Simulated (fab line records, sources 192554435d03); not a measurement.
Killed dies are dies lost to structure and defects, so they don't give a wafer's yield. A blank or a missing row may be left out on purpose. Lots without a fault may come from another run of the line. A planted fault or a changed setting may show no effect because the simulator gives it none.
A struck lot beside a sound one | flow n5_finfet | 16 steps out of a route of 1938
Sound: wafers L677.2, L677.4, L677.5. Struck: wafers L688.1, L688.4, L688.6. The cause comes at the end.
At each step with rows: each side's tool, then ch and its chambers, then its first start. Under that, the readings that differ: sound wafers | struck wafers | difference of the means | sigmas: that difference in standard deviations of wafers without a fault.
alike: readings whose means differ by less than 2 such deviations, and words and numbers that are the same on both sides. not compared: withheld readings, readings that some wafer has no value for, bounds like >300 that may hide the same value, and numbers for which the record gives no deviation and whose values overlap.
The two part at a step that has a row with sigmas, a row that says differs or no value, or rows on one side only. Numbers that don't overlap but have no deviation are shown without sigmas and don't part them. A reading that every wafer of one side lacks parts them only if that side has two wafers or more.

first, 5 steps without rows for these wafers: N5_WELL_APT_SOFTBAKE_20 (time 60 s); N5_WELL_APT_EXPOSE_22 (exposes mask PWELL, defocus 0 nm, target cd 200 nm); N5_WELL_APT_PEB_23 (peb time 90 s); N5_WELL_APT_DEVELOP_24 (develop time 45 s); N5_WELL_APT_HARDBAKE_29 (time 120 s).
N5_WELL_APT_CD_MEAS_25: target cd 200 nm.
  sound on cd_sem-01 ch 0, day 4 02:58; struck on cd_sem-02 ch 0, day 6 21:02
  reading    | sound             | struck            | difference | sigmas
  cd_nm (nm) | 204.5 204.6 204.9 | 201.0 200.0 201.0 | -4.0       | -2
N5_WELL_APT_OVL_MEAS_26:
  sound on overlay-01 ch 0, day 4 02:59; struck on overlay-02 ch 0, day 6 21:04
  alike: PWELL_OVL
N5_WELL_APT_INSPECT_27: inspects for defects (macro).
  sound on defect_inspect-01, day 4 03:01; struck on defect_inspect-02, day 6 21:05
  alike: raw_defect_count
N5_WELL_APT_DESCUM_30: chemistry O2, time 7.9 s.
  sound on rie_diel-01 ch 0,2,3, day 4 03:02; struck on rie_diel-04 ch 1,2, day 6 21:08
  alike: drypump_motor_current_A, oes_product_au, rf_vpp_V, showerhead_plenum_p_Torr, throttle_valve_pct
  not compared: rf_hours_counter_h
then, 3 steps without rows for these wafers: N5_WELL_APT_IMPLANT_31; N5_WELL_APT_IMPLANT_32; N5_WELL_APT_STRIP_33 (strips in SPM, time 900 s).
N5_WELL_APT_RTA_34: time 10 s.
  sound on rtp_anneal-01 ch 0, day 4 03:50; struck on rtp_anneal-01 ch 0, day 6 22:19
  reading             | sound                | struck               | difference | sigmas
  lamp_power_pct (%)  | 12.99 13.01 13.00    | 14.01 14.11 14.05    | +1.06      | +20
  lamp_zone_1_pct (%) | 12.99 13.03 13.03    | 14.09 14.05 14.11    | +1.07      | +33
  lamp_zone_2_pct (%) | 13.084 12.987 13.007 | 14.117 14.081 14.064 | +1.061     | +39
  lamp_zone_3_pct (%) | 13.032 13.035 12.972 | 14.112 14.116 14.062 | +1.084     | +39
  lamp_zone_4_pct (%) | 13.029 13.001 12.977 | 14.124 14.066 14.087 | +1.090     | +40
  lamp_zone_5_pct (%) | 13.035 12.990 12.967 | 14.092 14.044 14.124 | +1.089     | +38
  lamp_zone_6_pct (%) | 12.86 12.93 13.00    | 14.02 14.02 14.09    | +1.11      | +36
  lamp_zone_7_pct (%) | 13.436 13.375 13.433 | 14.555 14.596 14.531 | +1.146     | +41
  alike: wafer_temp_C_max
then, 1 step without rows for these wafers: N5_WELL_APT_OXIDE_STRIP_42 (strips SiO2 in dHF, time 45 s, target depth 12 nm).
-- the record jumps here: 7 days lie between the struck wafers' starts before and after (it left off in module WELL_APT and takes up again in module BEOL_M4, whose first step shown is number 1111 of the route) --
N5_BEOL_M4_RC_MEAS_101:
  sound on prober-01 ch 0, day 10 23:35; struck on prober-02 ch 0, day 13 14:20
  reading       | sound          | struck         | difference | sigmas
  DIBL_N (mV/V) | 34.8 32.0 33.1 | 36.4 35.1 39.3 | +3.6       | +2
  ION_N (uA/um) | 664 649 641    | 676 675 675    | +24        | +2
  VT_N (mV)     | 255 260 262    | 252 252 247    | -9         | -2
  VT_P (mV)     | -254 -257 -258 | -247 -249 -241 | +11        | +3
  alike: DIBL_P, IOFF_N, IOFF_P, ION_P, SS_N, SS_P
-- the record jumps here: 4 days lie between the struck wafers' starts before and after (it left off in module BEOL_M4 and takes up again in module PASSIVATION, whose first step shown is number 1936 of the route) --
N5_PASSIVATION_PROBE_49:
  sound on prober-01, day 15 09:08; struck on prober-02, day 18 00:32
  reading                  | sound          | struck         | difference | sigmas
  defect_limited_yield (%) | 88.6 85.9 90.8 | 92.1 91.4 90.8 | +3.0       | +2
  killed_at_contacts       | 30 44 18       | 10 8 8         | -22        | -3
  killed_dies              | 134 166 109    | 93 102 108     | -35        | -2
  sort_bin_6_memory (%)    | 4.4 4.7 3.6    | 2.6 3.3 3.1    | -1.2       | -2
  sort_bin_8_speed (%)     | 0 0 0.42       | 0 0 0          | +0         | -4
  sort_n_pass              | 1046 1014 1066 | 1087 1078 1072 | +37        | +2
  sort_yield_pct (%)       | 88.6 85.9 90.3 | 92.1 91.4 90.8 | +3.2       | +2
  alike: killed_at_M0_to_M3, killed_at_M4_up, killed_at_front_end, killed_at_other, killed_open, killed_short, sort_bin_5_function

WHERE THEY PART
First at N5_WELL_APT_CD_MEAS_25; last, within this record, at N5_PASSIVATION_PROBE_49.

WHY: what the simulator had put in
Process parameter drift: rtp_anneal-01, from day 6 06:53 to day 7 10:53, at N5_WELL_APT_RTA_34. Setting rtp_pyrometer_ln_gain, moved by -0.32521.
